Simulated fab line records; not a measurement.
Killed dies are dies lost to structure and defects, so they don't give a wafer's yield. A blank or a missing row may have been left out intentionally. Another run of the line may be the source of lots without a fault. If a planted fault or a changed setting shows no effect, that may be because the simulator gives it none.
8D (eight disciplines) problem report, filled in by code	flow n5Finfet	the parts of the form that need people (team, actions taken, sign-off) are left out

## 1. WHAT WENT WRONG
N5_SD_EPI_P_INSPECT_26, rawDefectCount: mean 1398 over 1 wafer from 1 lot; wafers with no fault: 185, standard deviation 47. That puts it +26 standard deviations away from the usual mean.
The step: inspects for defects (darkfield).
Seen first at day 6 13:37 on defectInspect-01, wafer L822.1. Wafers with a number at this step in the record: 31, from 11 lots. By rule, "out" or "out of limits" means more than 4 standard deviations away from the usual mean. The other wafers with a number count as sound.

## 2. WHAT IT IS; WHAT IT IS NOT
question	is	is not
which readings at this step	rawDefectCount	-
which lots	L822	L810, L812, L815, L816, L817, L819, L820, L821, L832, L833
which wafers of those lots	L822.1	L822.2, L822.6
read on which gauges	defectInspect-01	defectInspect-02
when	from day 6 13:37	up to then (24 sound wafers); but 6 sound wafers of L832, L833 came after

## 3. SUSPECTS, AND WHAT RULES EACH OUT
Counting: any tool at a process step up to the reading remains a suspect provided it ran every lot that is out. Sound lots after the first of them don't rule it out here, since some wafers of a struck lot are sound.
- the gauge at N5_SD_EPI_P_INSPECT_26: ruled out. All the wafers that are out were read on defectInspect-01, but those of them that N5_PASSIVATION_PROBE_49 has rows for are out there too, on other tools.
- rieDiel-02 at N5_SD_EPI_P_ETCHBACK_46 (etches SiNx in CH3F/O2, stops on SiO2, target depth 17.5 nm): kept. It processed L822, the lot that is out, at day 6 10:19, and its most recent sound lot before then was L820 at day 5 18:59.
- rieDiel-02 at N5_SD_EPI_P_ETCH_47 (etches SiOCN in CH3F/O2, target depth 25 nm): kept. It processed L822, the lot that is out, at day 6 10:25, and its most recent sound lot before then was L820 at day 5 19:05.
- At N5_SD_EPI_P_ETCHBACK_46 on rieDiel-02, chamber 3 took the sound wafers of the same lots and chamber 2 took the wafers that are out.
- At N5_SD_EPI_P_ETCH_47 on rieDiel-02, chamber 3 took the sound wafers of the same lots and chamber 2 took the wafers that are out.
The count leaves rieDiel-02 at N5_SD_EPI_P_ETCH_47 and rieDiel-02 at N5_SD_EPI_P_ETCHBACK_46.

## 4. THE CAUSE (what the simulator had put in)
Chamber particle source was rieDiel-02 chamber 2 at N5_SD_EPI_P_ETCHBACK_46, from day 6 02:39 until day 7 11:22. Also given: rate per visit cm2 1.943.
Counting leaves 2 suspects; this tool is one of them.

## 5. SEQUENCE OF EFFECTS, ordered by route
Each row: a reading whose mean over the struck wafers that have a number lies more than 3 standard deviations from the usual. Only readings for which the record gives a usual standard deviation are gone through. hours: the time from each lot's start at the first step in this table that gives one to its start at this step, as a median over the lots. sigmas: the change in usual standard deviations.
hours	step	reading	usual	on struck wafers	change	sigmas
0	N5_SD_EPI_P_INSPECT_26	rawDefectCount	185	1398	+1213	+26
212	N5_PASSIVATION_PROBE_49	killedAtFrontEnd	41	125	+84	+6.5
212	N5_PASSIVATION_PROBE_49	killedDies	103	182	+79	+4.0
212	N5_PASSIVATION_PROBE_49	killedOnRim	13	28	+15	+3.8
Process steps it contains:
- N5_PASSIVATION_PROBE_49
Later measuring or inspecting steps at which every struck wafer that the step has a row for has a number for every such reading, and none has moved that far: N5_ILD0_THK_MEAS_08.

## 6. HOW IT WOULD HAVE BEEN CAUGHT EARLIER
The first out-of-limits reading at a measuring or inspecting step in this record came at day 6 13:37, 11 hours after the fault's start at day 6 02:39.
Tool readings at N5_SD_EPI_P_ETCHBACK_46 with a usual standard deviation given in the record: none out on any struck wafer, hence no alarm at a limit of 4 standard deviations on them.
Each of the lots that are out, 1 in all, had begun N5_SD_EPI_P_ETCHBACK_46 on rieDiel-02 no later than day 6 13:37. Holding the tool at that point would not have protected any of them.
